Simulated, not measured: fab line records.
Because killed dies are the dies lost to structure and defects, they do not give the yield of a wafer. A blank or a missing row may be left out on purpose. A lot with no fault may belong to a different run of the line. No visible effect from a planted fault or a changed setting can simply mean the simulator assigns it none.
fab line records -- flow nand_harc -- part 1 of 2: steps 1 to 3 of 6
[record] lots = 21, wafers = 63, last_day = 33
route steps=1302 shown A_STAIRCASE@766
lots that met no fault: from a run of the same line without faults
start_h: the number of hours between the record's first day and the start of the first shown wafer of the lot -- wait_h: time in hours since the lot's previous step -- " same as the row above -- L1.1+2: a row that stands for several wafers -- - no value, or no start was given -- * or withheld: withheld -- < > ~ a bound
route shown NAME@n: names a module that has steps shown in the file, with the first one's number in the route -- usual: the fault-free wafers' mean and standard deviation -- same: alike in all rows -- chamber/n: place in a boat -- sites: per-site readings -- _std_site: standard deviation of those values -- _edge_site: the outer-site mean with the inner-site mean subtracted -- radius_mm: for every site, how far away it sits from the centre of the wafer -- mask NAME#n: copy n -- behind: tool/chamber where the wafer was last shaped -- hold: why the lot went on hold/how many hours it stayed there/how the hold came to an end -- device: which transistor (n, p or np) failed to switch -- end of line: tests of these same wafers at the route's end -- step lacking rows: just its recipe -- killed: count of dies lost to structure and defects at first sort (not the wafer's yield) -- map: the dies of a wafer, with x for killed, . for not killed, _ for no die there
set.NAME: the run value of the setting; set.NAME@STEP: its run value at that earlier step -- model.NAME: the simulator's own value behind a step, which no gauge read
one table for each step of the route and one row for each wafer, over a sample of lots
services: a tool's chamber out of use, with start hour (start_h, from the record's first day; less than 0 if before it), hours out, and reason
[[steps]]
[step NHARC_A_STAIRCASE_DESCUM_252]
[recipe] time_s = 3, o2_flow_sccm = 200, ar_flow_sccm = 0, bias_power_w = 0, chemistry = O2
[usual] drypump_motor_current_A = 5.8/0.43, oes_product_au = 0.992/0.012, rf_vpp_V = 57.8/0.91, showerhead_plenum_p_Torr = 1.92/0.11, throttle_valve_pct = 11.313/0.0085
lot.wafer,tool,chamber,start_h,wait_h,drypump_motor_current_A,oes_product_au,rf_hours_counter_h,rf_vpp_V,showerhead_plenum_p_Torr,throttle_valve_pct
L075.1,rie_diel-04,0,372.60,-,5.7,0.999,1,58.8,1.87,11.316
L075.2,rie_diel-04,1,372.60,-,5.7,1.003,1,57.0,1.80,11.319
L075.5,rie_diel-04,0,372.60,-,5.7,0.996,-,57.9,1.87,11.318
L074.1,rie_diel-06,2,373.26,-,5.2,0.980,17,57.9,2.07,11.309
L074.4,rie_diel-06,3,373.26,-,6.1,1.006,17,57.9,1.97,11.320
L074.6,rie_diel-06,2,373.26,-,5.3,0.982,-,58.2,2.07,11.322
L076.2,rie_diel-06,2,402.70,-,5.2,0.994,24,58.3,2.07,11.310
L076.3,rie_diel-06,3,402.70,-,6.0,1.000,24,56.5,1.96,11.304
L076.1,rie_diel-06,1,402.70,-,6.8,0.976,23,57.6,2.05,11.316
L078.2,rie_diel-04,0,408.27,-,5.7,0.993,13,57.7,1.87,11.320
L078.6,rie_diel-04,3,408.27,-,6.2,0.976,-,57.6,1.77,11.310
L078.5,rie_diel-04,0,408.27,-,5.7,0.982,-,58.3,1.87,11.298
L077.1,rie_diel-04,1,410.96,-,5.7,0.993,14,58.1,1.79,11.319
L077.2,rie_diel-04,2,410.96,-,5.9,0.996,14,59.1,2.07,11.302
L077.5,rie_diel-04,2,410.96,-,6.0,1.000,-,58.8,2.07,11.310
L081.3,rie_diel-01,2,422.61,-,5.7,1.001,12,58.2,1.83,11.315
L081.2,rie_diel-01,1,422.61,-,6.4,0.975,13,57.8,1.97,11.305
L081.6,rie_diel-01,3,422.61,-,5.2,1.006,-,56.0,1.81,11.298
L079.1,rie_diel-01,2,426.27,-,5.7,0.997,13,56.2,1.83,11.308
L079.5,rie_diel-01,0,426.27,-,5.0,0.992,-,58.3,1.89,11.315
L079.6,rie_diel-01,1,426.27,-,6.4,0.968,-,57.8,1.97,11.312
L080.3,rie_diel-04,1,427.79,-,5.7,1.012,20,58.0,1.79,11.311
L080.6,rie_diel-04,0,427.79,-,5.7,0.996,-,57.9,1.86,11.309
L080.4,rie_diel-04,1,427.79,-,5.7,0.999,-,57.6,1.79,11.306
L084.3,rie_diel-01,3,472.99,-,5.2,0.996,24,58.5,1.80,11.314
L084.4,rie_diel-01,0,472.99,-,5.0,0.989,26,57.6,1.88,11.293
L084.5,rie_diel-01,2,472.99,-,5.7,1.000,-,56.2,1.83,11.319
L085.4,rie_diel-04,1,478.01,-,5.7,1.001,36,57.1,1.79,11.335
L085.2,rie_diel-04,2,478.01,-,5.9,0.992,41,56.7,2.06,11.304
L085.6,rie_diel-04,0,478.01,-,5.7,0.982,-,58.3,1.86,11.318
L086.4,rie_diel-04,3,478.30,-,6.2,0.978,38,58.2,1.77,11.300
L086.3,rie_diel-04,1,478.30,-,5.7,0.999,36,56.9,1.79,11.309
L086.6,rie_diel-04,3,478.30,-,6.2,0.982,-,57.7,1.77,11.319
L088.4,rie_diel-01,0,506.63,-,5.1,0.995,38,57.8,1.88,11.313
L088.1,rie_diel-01,1,506.63,-,6.4,0.980,44,58.0,1.96,11.320
L088.3,rie_diel-01,2,506.63,-,5.7,1.005,42,58.2,1.82,11.308
L089.4,rie_diel-06,3,510.21,-,6.0,1.014,5,58.1,1.95,11.312
L089.3,rie_diel-06,0,510.21,-,5.8,1.002,5,60.0,1.96,11.313
L089.1,rie_diel-06,1,510.21,-,6.7,0.981,5,57.7,2.04,11.317
L087.3,rie_diel-04,3,510.95,-,6.3,0.993,51,56.4,1.76,11.314
L087.4,rie_diel-04,0,510.95,-,5.7,1.000,49,55.7,1.86,11.317
L087.1,rie_diel-04,2,510.95,-,5.9,0.989,48,58.6,2.06,11.299
L091.3,rie_diel-06,0,527.83,-,5.8,0.995,12,56.7,1.96,11.303
L091.5,rie_diel-06,1,527.83,-,6.8,0.988,-,58.9,2.04,11.306
L091.6,rie_diel-06,2,527.83,-,5.3,0.991,-,58.9,2.06,11.317
L092.1,rie_diel-04,2,552.02,-,5.9,0.974,2,57.8,2.06,11.315
L092.2,rie_diel-04,3,552.02,-,6.2,1.012,2,56.7,2.08,11.308
L092.5,rie_diel-04,2,552.02,-,6.0,0.976,-,57.9,2.06,11.312
L093.4,rie_diel-04,0,552.93,-,5.7,0.994,2,58.9,1.85,11.300
L093.1,rie_diel-04,1,552.93,-,5.7,0.990,2,57.3,1.78,11.310
L093.6,rie_diel-04,3,552.93,-,6.3,1.013,-,58.4,2.08,11.321
L094.1,rie_diel-06,2,574.02,-,5.2,0.987,29,57.5,2.05,11.323
L094.2,rie_diel-06,0,574.02,-,5.8,0.988,28,57.4,1.96,11.297
L094.5,rie_diel-06,2,574.02,-,5.2,0.975,-,57.7,2.05,11.299
L096.4,rie_diel-01,0,583.66,-,5.0,1.011,12,56.5,1.87,11.313
L096.3,rie_diel-01,1,583.66,-,6.4,0.985,12,58.3,1.95,11.325
L096.2,rie_diel-01,2,583.66,-,5.7,0.997,3,58.4,1.82,11.306
L097.3,rie_diel-04,1,592.90,-,5.7,0.984,14,57.2,1.78,11.319
L097.1,rie_diel-04,0,592.90,-,5.7,0.994,15,57.5,1.85,11.316
L097.6,rie_diel-04,2,592.90,-,5.9,0.968,-,58.5,2.05,11.311
L095.1,rie_diel-04,0,593.99,-,5.7,1.011,15,55.9,1.85,11.310
L095.4,rie_diel-04,1,593.99,-,5.7,0.988,14,58.2,1.78,11.303
L095.5,rie_diel-04,2,593.99,-,5.9,0.974,-,58.5,2.05,11.311
[step NHARC_A_STAIRCASE_ETCH_452]
[recipe] target_depth_a = 300, overetch_a = 30, time_s = 16.5, ion_energy_ev = 100, cf4_flow_sccm = 80, o2_flow_sccm = 20, ar_flow_sccm = 0, rf_w = 300, bias_w = 100, chemistry = CF4/O2
[usual] drypump_motor_current_A = 5.8/0.43, oes_ar_750_au = 1.001/0.0043, oes_product_au = 0.993/0.013, rf_vpp_V = 197.7/1.7, showerhead_plenum_p_Torr = 1.33/0.071, throttle_valve_pct = 13.397/0.0086
lot.wafer,tool,chamber,start_h,wait_h,drypump_motor_current_A,oes_ar_750_au,oes_product_au,rf_hours_counter_h,rf_vpp_V,showerhead_plenum_p_Torr,throttle_valve_pct
L075.2,rie_diel-04,2,-,-,5.9,1.003,1.000,7,200.5,1.45,13.417
L075.1,rie_diel-04,1,-,-,5.7,0.994,0.989,7,197.0,1.26,13.395
L075.5,rie_diel-04,3,-,-,6.2,1.003,0.989,-,196.1,1.24,13.388
L074.4,rie_diel-06,1,-,-,6.8,1.002,0.979,19,199.5,1.43,13.399
L074.1,rie_diel-06,2,-,-,5.2,1.002,0.977,21,199.8,1.44,13.397
L074.6,rie_diel-06,3,-,-,6.0,0.999,1.009,-,198.3,1.37,13.396
L076.3,rie_diel-06,3,-,-,6.0,0.998,0.992,26,199.9,1.37,13.391
L076.1,rie_diel-06,1,-,-,6.7,1.001,0.982,26,199.0,1.43,13.407
L076.2,rie_diel-06,2,-,-,5.3,1.004,0.982,26,198.8,1.44,13.389
L078.2,rie_diel-01,0,-,-,5.0,1.004,0.996,11,197.7,1.32,13.395
L078.6,rie_diel-01,2,-,-,5.7,0.997,0.998,-,197.7,1.28,13.406
L078.5,rie_diel-01,3,-,-,5.2,0.997,0.987,-,196.3,1.26,13.391
L077.2,rie_diel-04,0,-,-,5.7,0.997,0.992,20,196.1,1.30,13.389
L077.1,rie_diel-04,3,-,-,6.2,1.007,0.993,20,195.4,1.24,13.393
L077.5,rie_diel-04,0,-,-,5.7,1.001,0.991,-,198.7,1.30,13.393
L081.2,rie_diel-01,1,-,-,6.4,1.014,0.968,17,198.5,1.37,13.408
L081.3,rie_diel-01,0,-,-,5.0,0.998,0.979,16,196.0,1.32,13.407
L081.6,rie_diel-01,2,-,-,5.7,1.005,0.981,-,196.2,1.28,13.400
L079.1,rie_diel-01,0,-,-,5.0,1.004,0.979,16,198.1,1.32,13.401
L079.5,rie_diel-01,1,-,-,6.4,1.001,0.976,-,197.6,1.37,13.390
L079.6,rie_diel-01,2,-,-,5.7,0.992,0.991,-,196.0,1.28,13.393
L080.4,rie_diel-01,2,-,-,5.7,1.003,1.001,16,197.7,1.28,13.391
L080.3,rie_diel-01,0,-,-,5.0,0.998,0.985,17,197.3,1.32,13.403
L080.6,rie_diel-01,2,-,-,5.7,1.002,0.991,-,198.4,1.28,13.410
L084.3,rie_diel-06,2,-,-,5.2,0.992,0.992,50,198.9,1.43,13.397
L084.4,rie_diel-06,0,-,-,5.8,0.987,0.976,52,199.3,1.37,13.394
L084.5,rie_diel-06,2,-,-,5.2,0.995,0.982,-,200.4,1.43,13.386
L086.3,rie_diel-04,2,-,-,5.9,1.001,1.002,46,201.6,1.44,13.387
L086.6,rie_diel-04,2,-,-,5.9,0.995,0.992,-,198.9,1.44,13.388
L086.4,rie_diel-04,3,-,-,6.2,0.996,0.998,-,194.8,1.23,13.393
L085.2,rie_diel-01,2,-,-,5.7,1.003,1.003,38,196.4,1.28,13.399
L085.4,rie_diel-01,3,-,-,5.2,0.999,1.016,33,197.1,1.26,13.389
L085.6,rie_diel-01,1,-,-,6.4,0.998,0.983,-,197.1,1.37,13.390
L088.3,rie_diel-06,0,-,-,5.8,1.003,1.000,9,198.4,1.37,13.403
L088.1,rie_diel-06,2,-,-,5.3,1.002,0.999,9,200.3,1.43,13.384
L088.4,rie_diel-06,2,-,-,5.3,1.007,0.989,-,198.9,1.43,13.398
L089.3,rie_diel-04,1,-,-,5.7,0.997,1.004,49,196.7,1.25,13.395
L089.4,rie_diel-04,2,-,-,5.9,1.000,0.979,51,200.4,1.43,13.383
L089.1,rie_diel-04,3,-,-,6.2,0.993,0.982,53,197.2,1.23,13.389
L087.3,rie_diel-01,3,-,-,5.2,1.007,1.011,42,196.3,1.26,13.404
L087.1,rie_diel-01,1,-,-,6.4,1.002,0.969,52,197.5,1.36,13.385
L087.4,rie_diel-01,2,-,-,5.7,1.001,0.991,49,196.3,1.27,13.400
L091.3,rie_diel-01,1,-,-,6.4,0.997,0.982,54,197.3,1.36,13.396
L091.6,rie_diel-01,2,-,-,5.7,1.001,0.995,-,196.9,1.27,13.402
L091.5,rie_diel-01,3,-,-,5.2,1.000,1.013,-,195.6,1.26,13.410
L093.4,rie_diel-04,2,-,-,5.9,1.001,0.982,8,199.7,1.43,13.400
L093.1,rie_diel-04,3,-,-,6.2,0.994,1.021,9,200.3,1.44,13.399
L093.6,rie_diel-04,0,-,-,5.7,1.004,1.002,-,197.4,1.29,13.397
L092.2,rie_diel-01,3,-,-,5.2,0.997,0.997,2,195.9,1.25,13.395
L092.1,rie_diel-01,0,-,-,5.0,0.997,1.008,4,196.6,1.31,13.409
L092.5,rie_diel-01,3,-,-,5.2,1.005,0.997,-,195.2,1.25,13.410
L094.1,rie_diel-04,1,-,-,5.7,1.003,0.984,12,195.4,1.24,13.406
L094.2,rie_diel-04,3,-,-,6.2,0.994,1.020,14,199.1,1.44,13.410
L094.5,rie_diel-04,1,-,-,5.7,1.009,0.992,-,197.0,1.24,13.400
L096.4,rie_diel-04,2,-,-,5.9,1.004,0.982,16,198.9,1.43,13.387
L096.2,rie_diel-04,3,-,-,6.2,1.005,1.014,17,200.8,1.44,13.409
L096.3,rie_diel-04,0,-,-,5.7,0.997,1.011,15,197.2,1.29,13.388
L097.1,rie_diel-04,0,-,-,5.7,0.996,1.003,16,197.9,1.29,13.391
L097.3,rie_diel-04,1,-,-,5.7,1.001,0.989,16,195.7,1.24,13.406
L097.6,rie_diel-04,3,-,-,6.2,1.003,1.018,-,199.9,1.44,13.397
L095.4,rie_diel-06,1,-,-,6.8,1.004,0.994,37,200.4,1.41,13.393
L095.1,rie_diel-06,2,-,-,5.3,0.997,0.987,38,199.4,1.43,13.397
L095.5,rie_diel-06,3,-,-,6.0,0.995,1.021,-,196.8,1.36,13.405
[step NHARC_A_STAIRCASE_STRIP_295]
[recipe] o2_flow_sccm = 500, ar_flow_sccm = 0, bias_w = 0, chemistry = O2
[usual] drypump_motor_current_A = 5.8/0.47, oes_product_au = 0.990/0.013, rf_vpp_V = 57.8/0.93, showerhead_plenum_p_Torr = 3.51/0.18, throttle_valve_pct = 17.037/0.0096
lot.wafer,tool,chamber,start_h,wait_h,drypump_motor_current_A,oes_product_au,rf_hours_counter_h,rf_vpp_V,showerhead_plenum_p_Torr,throttle_valve_pct
L075.2,rie_diel-04,3,-,-,6.3,0.985,6,57.4,3.29,17.023
L075.1,rie_diel-04,1,-,-,5.7,0.996,7,57.0,3.33,17.053
L075.5,rie_diel-04,3,-,-,6.3,0.991,-,57.0,3.29,17.037
L074.4,rie_diel-06,1,-,-,6.8,0.972,20,57.4,3.76,17.053
L074.1,rie_diel-06,3,-,-,6.1,0.998,22,57.1,3.62,17.038
L074.6,rie_diel-06,1,-,-,6.8,0.975,-,57.6,3.76,17.041
L076.3,rie_diel-06,2,-,-,5.2,0.967,27,59.4,3.79,17.025
L076.1,rie_diel-06,3,-,-,6.0,1.009,27,57.9,3.61,17.050
L076.2,rie_diel-06,1,-,-,6.8,0.985,27,59.0,3.76,17.027
L078.2,rie_diel-01,3,-,-,5.2,0.991,11,57.8,3.35,17.018
L078.6,rie_diel-01,0,-,-,5.1,0.980,-,56.6,3.48,17.046
L078.5,rie_diel-01,1,-,-,6.4,0.959,-,57.4,3.62,17.038
L077.1,rie_diel-04,2,-,-,6.0,0.988,20,59.8,3.80,17.043
L077.2,rie_diel-04,0,-,-,5.7,0.993,20,58.1,3.45,17.044
L077.5,rie_diel-04,2,-,-,6.0,0.990,-,57.7,3.80,17.040
L081.2,rie_diel-01,3,-,-,5.2,0.993,14,56.7,3.34,17.030
L081.3,rie_diel-01,1,-,-,6.4,0.981,17,58.9,3.62,17.033
L081.6,rie_diel-01,3,-,-,5.2,0.994,-,57.4,3.34,17.033
L079.1,rie_diel-01,3,-,-,5.2,0.998,15,57.6,3.34,17.042
L079.6,rie_diel-01,2,-,-,5.7,1.002,-,58.3,3.39,17.047
L079.5,rie_diel-01,3,-,-,5.2,0.996,-,56.1,3.34,17.046
L080.4,rie_diel-01,3,-,-,5.2,0.998,15,58.0,3.34,17.036
L080.3,rie_diel-01,0,-,-,5.1,0.991,18,57.0,3.48,17.047
L080.6,rie_diel-01,3,-,-,5.2,0.997,-,56.7,3.34,17.021
L084.4,rie_diel-01,3,484.51,-,5.2,1.000,29,57.8,3.34,17.045
L084.3,rie_diel-01,0,484.51,-,5.1,0.994,31,57.2,3.47,17.022
L084.5,rie_diel-01,2,484.51,-,5.7,0.992,-,57.5,3.38,17.027
L086.3,rie_diel-04,3,-,-,6.3,0.994,44,56.0,3.27,17.042
L086.6,rie_diel-04,3,-,-,6.3,0.993,-,59.5,3.27,17.035
L086.4,rie_diel-04,0,-,-,5.7,0.993,-,59.0,3.43,17.043
L085.2,rie_diel-01,1,-,-,6.4,0.976,41,57.4,3.60,17.012
L085.4,rie_diel-01,2,-,-,5.7,0.993,38,57.3,3.38,17.049
L085.6,rie_diel-01,0,-,-,5.1,0.994,-,57.4,3.47,17.025
L088.3,rie_diel-06,0,-,-,5.8,1.002,10,58.3,3.61,17.033
L088.4,rie_diel-06,1,-,-,6.8,0.977,8,58.8,3.74,17.041
L088.1,rie_diel-06,3,-,-,6.0,1.019,11,57.8,3.59,17.031
L089.1,rie_diel-04,3,-,-,6.3,0.975,54,57.6,3.27,17.046
L089.3,rie_diel-04,1,-,-,5.7,1.008,50,56.0,3.30,17.028
L089.4,rie_diel-04,2,-,-,5.9,0.968,51,58.5,3.78,17.032
L087.3,rie_diel-01,0,-,-,5.0,0.996,45,57.3,3.47,17.031
L087.1,rie_diel-01,2,-,-,5.7,0.993,50,56.8,3.37,17.039
L087.4,rie_diel-01,3,-,-,5.2,1.000,43,57.3,3.33,17.021
L091.3,rie_diel-01,0,-,-,5.0,0.989,47,58.6,3.46,17.034
L091.5,rie_diel-01,3,-,-,5.2,1.010,-,59.3,3.33,17.038
L091.6,rie_diel-01,0,-,-,5.1,0.985,-,58.3,3.46,17.032
L093.1,rie_diel-04,1,-,-,5.8,0.987,7,58.5,3.30,17.037
L093.4,rie_diel-04,3,-,-,6.2,1.022,10,58.3,3.80,17.050
L093.6,rie_diel-04,1,-,-,5.7,0.989,-,57.2,3.30,17.020
L092.1,rie_diel-01,2,-,-,5.7,0.989,3,57.5,3.37,17.019
L092.2,rie_diel-01,0,-,-,5.1,1.002,5,56.8,3.46,17.032
L092.5,rie_diel-01,3,-,-,5.2,0.982,-,57.3,3.32,17.029
L094.1,rie_diel-04,1,-,-,5.7,0.979,13,57.2,3.30,17.043
L094.2,rie_diel-04,3,-,-,6.2,1.010,15,58.8,3.80,17.043
L094.5,rie_diel-04,0,-,-,5.7,0.994,-,57.8,3.42,17.050
L096.4,rie_diel-04,1,-,-,5.7,0.991,15,56.1,3.30,17.048
L096.2,rie_diel-04,2,-,-,6.0,0.972,17,59.0,3.77,17.030
L096.3,rie_diel-04,0,-,-,5.7,0.999,15,57.9,3.42,17.046
L097.1,rie_diel-04,1,-,-,5.8,0.997,17,57.2,3.29,17.024
L097.3,rie_diel-04,0,-,-,5.7,1.003,17,57.6,3.42,17.037
L097.6,rie_diel-04,0,-,-,5.7,1.010,-,57.9,3.42,17.052
L095.4,rie_diel-06,2,-,-,5.2,0.981,39,57.9,3.76,17.022
L095.1,rie_diel-06,3,-,-,6.0,1.021,39,58.8,3.58,17.038
L095.5,rie_diel-06,2,-,-,5.3,0.973,-,56.7,3.76,17.026
